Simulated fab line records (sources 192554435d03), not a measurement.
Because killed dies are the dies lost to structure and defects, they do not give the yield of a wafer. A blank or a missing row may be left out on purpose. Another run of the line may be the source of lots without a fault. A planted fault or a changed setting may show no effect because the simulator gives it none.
Split-lot trial / flow n5-finfet / 7 lots, 21 wafers read, on a route of 1938 steps

## ABOUT THE SPLIT
At N5_BEOL_M0_SAQP_PECVD_03 (deposits SiCN from 3MS/NH3, target thk 12 nm, time 21.1 s), the setting time-s was moved away from the recipe's 21.1 s on 4 of the 21 wafers read, by -6.0% to +13.3%. All remaining wafers had this setting at the recipe value.

The reading comes from the split's own step.

## THE READING
SiCN_of_BEOL_M0_SAQP_PECVD_03.thk-nm (the simulator's own value, which no gauge read), in nm, at N5_BEOL_M0_SAQP_PECVD_03 (deposits SiCN from 3MS/NH3, target thk 12 nm, time 21.1 s). No usual value for it is given in the file. Across the 17 wafers here that went through the recipe, the average is 11.9 nm and the standard deviation 0.13 nm.

wafer=L079.1; tool, chamber at the split=pecvd-01, 0; time-s as run, s=21.1; against the recipe=recipe; SiCN_of_BEOL_M0_SAQP_PECVD_03.thk-nm, nm=12; against lot-mates on the recipe=-
wafer=L079.2; tool, chamber at the split=pecvd-01, 1; time-s as run, s=20.06; against the recipe=-4.9%; SiCN_of_BEOL_M0_SAQP_PECVD_03.thk-nm, nm=11.4; against lot-mates on the recipe=-0.5
wafer=L079.3; tool, chamber at the split=pecvd-01, 2; time-s as run, s=21.1; against the recipe=recipe; SiCN_of_BEOL_M0_SAQP_PECVD_03.thk-nm, nm=11.8; against lot-mates on the recipe=-
wafer=L083.1; tool, chamber at the split=pecvd-01, 2,1,0; time-s as run, s=21.1; against the recipe=recipe; SiCN_of_BEOL_M0_SAQP_PECVD_03.thk-nm, nm=11.8; against lot-mates on the recipe=-
wafer=L083.3; tool, chamber at the split=pecvd-01, 2,1,0; time-s as run, s=21.1; against the recipe=recipe; SiCN_of_BEOL_M0_SAQP_PECVD_03.thk-nm, nm=11.8; against lot-mates on the recipe=-
wafer=L083.6; tool, chamber at the split=pecvd-01, 2,1,0; time-s as run, s=21.1; against the recipe=recipe; SiCN_of_BEOL_M0_SAQP_PECVD_03.thk-nm, nm=11.8; against lot-mates on the recipe=-
wafer=L085.1; tool, chamber at the split=pecvd-03, 2; time-s as run, s=21.1; against the recipe=recipe; SiCN_of_BEOL_M0_SAQP_PECVD_03.thk-nm, nm=11.8; against lot-mates on the recipe=-
wafer=L085.5; tool, chamber at the split=pecvd-03, 2; time-s as run, s=21.1; against the recipe=recipe; SiCN_of_BEOL_M0_SAQP_PECVD_03.thk-nm, nm=12; against lot-mates on the recipe=-
wafer=L085.6; tool, chamber at the split=pecvd-03, 1; time-s as run, s=23.9; against the recipe=+13.3%; SiCN_of_BEOL_M0_SAQP_PECVD_03.thk-nm, nm=13.4; against lot-mates on the recipe=+1.5
wafer=L086.2; tool, chamber at the split=pecvd-04, 2; time-s as run, s=21.1; against the recipe=recipe; SiCN_of_BEOL_M0_SAQP_PECVD_03.thk-nm, nm=11.6; against lot-mates on the recipe=-
wafer=L086.4; tool, chamber at the split=pecvd-04, 2,1; time-s as run, s=21.1; against the recipe=recipe; SiCN_of_BEOL_M0_SAQP_PECVD_03.thk-nm, nm=11.8; against lot-mates on the recipe=-
wafer=L086.6; tool, chamber at the split=pecvd-04, 2,1; time-s as run, s=21.1; against the recipe=recipe; SiCN_of_BEOL_M0_SAQP_PECVD_03.thk-nm, nm=11.8; against lot-mates on the recipe=-
wafer=L089.1; tool, chamber at the split=pecvd-03, 1,0; time-s as run, s=21.1; against the recipe=recipe; SiCN_of_BEOL_M0_SAQP_PECVD_03.thk-nm, nm=11.8; against lot-mates on the recipe=-
wafer=L089.5; tool, chamber at the split=pecvd-03, 1,0; time-s as run, s=21.1; against the recipe=recipe; SiCN_of_BEOL_M0_SAQP_PECVD_03.thk-nm, nm=11.8; against lot-mates on the recipe=-
wafer=L089.3; tool, chamber at the split=pecvd-03, 0; time-s as run, s=21.1; against the recipe=recipe; SiCN_of_BEOL_M0_SAQP_PECVD_03.thk-nm, nm=12.2; against lot-mates on the recipe=-
wafer=L093.1; tool, chamber at the split=pecvd-03, 1,0; time-s as run, s=21.1; against the recipe=recipe; SiCN_of_BEOL_M0_SAQP_PECVD_03.thk-nm, nm=12; against lot-mates on the recipe=-
wafer=L093.4; tool, chamber at the split=pecvd-03, 1,0; time-s as run, s=21.1; against the recipe=recipe; SiCN_of_BEOL_M0_SAQP_PECVD_03.thk-nm, nm=12; against lot-mates on the recipe=-
wafer=L093.6; tool, chamber at the split=pecvd-03, 2; time-s as run, s=20.24; against the recipe=-4.1%; SiCN_of_BEOL_M0_SAQP_PECVD_03.thk-nm, nm=11.6; against lot-mates on the recipe=-0.4
wafer=L096.1; tool, chamber at the split=pecvd-03, 0,1; time-s as run, s=21.1; against the recipe=recipe; SiCN_of_BEOL_M0_SAQP_PECVD_03.thk-nm, nm=11.8; against lot-mates on the recipe=-
wafer=L096.3; tool, chamber at the split=pecvd-03, 0,1; time-s as run, s=21.1; against the recipe=recipe; SiCN_of_BEOL_M0_SAQP_PECVD_03.thk-nm, nm=11.8; against lot-mates on the recipe=-
wafer=L096.5; tool, chamber at the split=pecvd-03, 2; time-s as run, s=19.83; against the recipe=-6.0%; SiCN_of_BEOL_M0_SAQP_PECVD_03.thk-nm, nm=11.4; against lot-mates on the recipe=-0.4
Where a row lists several chambers, the file gives one row for several wafers and doesn't say which wafer went through which chamber.

THE FIT
A straight line over all 21 wafers: SiCN_of_BEOL_M0_SAQP_PECVD_03.thk-nm changes by +0.105 nm for each +1% of time-s; r = +0.94; the points scatter about the line by 0.14 nm.
The same after taking each lot's own level away (the mean of its wafers on the recipe; 21 wafers): +0.104 nm for each +1%; r = +0.96; scatter 0.11 nm.
On that fit, the largest move of time-s shifts the reading by 1.4 nm.
From 11.73 to 12.00 nm: that is the span of the lots' own levels, equal to 2.0 times the standard deviation above.
The two slopes agree, so the slope changes little with the lot-to-lot level.
Check: for one of the wafers moved furthest among these (+13.3%), held out of the fit, the line's prediction against its lot-mates is +1.11 nm. It came out at +1.5 nm against them.

## ADDITIONAL SPLITS CARRIED BY THESE WAFERS
Note: prior to the reading, these wafers also went through further splits. Each is held against what the fit with the lots' levels taken away leaves over:
other split on the same wafers=N5_FIN_CUT_COAT_19 spin-rpm; wafers away from the commonest value=5; r with SiCN_of_BEOL_M0_SAQP_PECVD_03.thk-nm (lot level and that fit taken away)=+0.31
other split on the same wafers=N5_SPACER0_ALD_00 ald-cycles; wafers away from the commonest value=6; r with SiCN_of_BEOL_M0_SAQP_PECVD_03.thk-nm (lot level and that fit taken away)=-0.02
other split on the same wafers=N5_SD_EPI_P_COAT_34 spin-rpm; wafers away from the commonest value=8; r with SiCN_of_BEOL_M0_SAQP_PECVD_03.thk-nm (lot level and that fit taken away)=+0.11
other split on the same wafers=N5_HKMG_FIN_ETCH_54 source-w; wafers away from the commonest value=6; r with SiCN_of_BEOL_M0_SAQP_PECVD_03.thk-nm (lot level and that fit taken away)=-0.10
other split on the same wafers=N5_HKMG_FIN_ETCH_55 bias-w; wafers away from the commonest value=7; r with SiCN_of_BEOL_M0_SAQP_PECVD_03.thk-nm (lot level and that fit taken away)=+0.18
other split on the same wafers=N5_GATE_CUT_ALD_22 ald-cycles; wafers away from the commonest value=10; r with SiCN_of_BEOL_M0_SAQP_PECVD_03.thk-nm (lot level and that fit taken away)=-0.36
other split on the same wafers=N5_MOL_CONTACT_COAG_CONTACT_ETCH_14 source-w; wafers away from the commonest value=8; r with SiCN_of_BEOL_M0_SAQP_PECVD_03.thk-nm (lot level and that fit taken away)=+0.07
other split on the same wafers=N5_MOL_CONTACT_COAG_ETCH_15 source-w; wafers away from the commonest value=5; r with SiCN_of_BEOL_M0_SAQP_PECVD_03.thk-nm (lot level and that fit taken away)=-0.21
other split on the same wafers=N5_MOL_CONTACT_COAG_COAT_63 spin-rpm; wafers away from the commonest value=6; r with SiCN_of_BEOL_M0_SAQP_PECVD_03.thk-nm (lot level and that fit taken away)=-0.27

## FILE'S OWN FIT
SiCN_of_BEOL_M0_SAQP_PECVD_03.thk-nm changes by +0.104 nm for each +1% of time-s, r = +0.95.
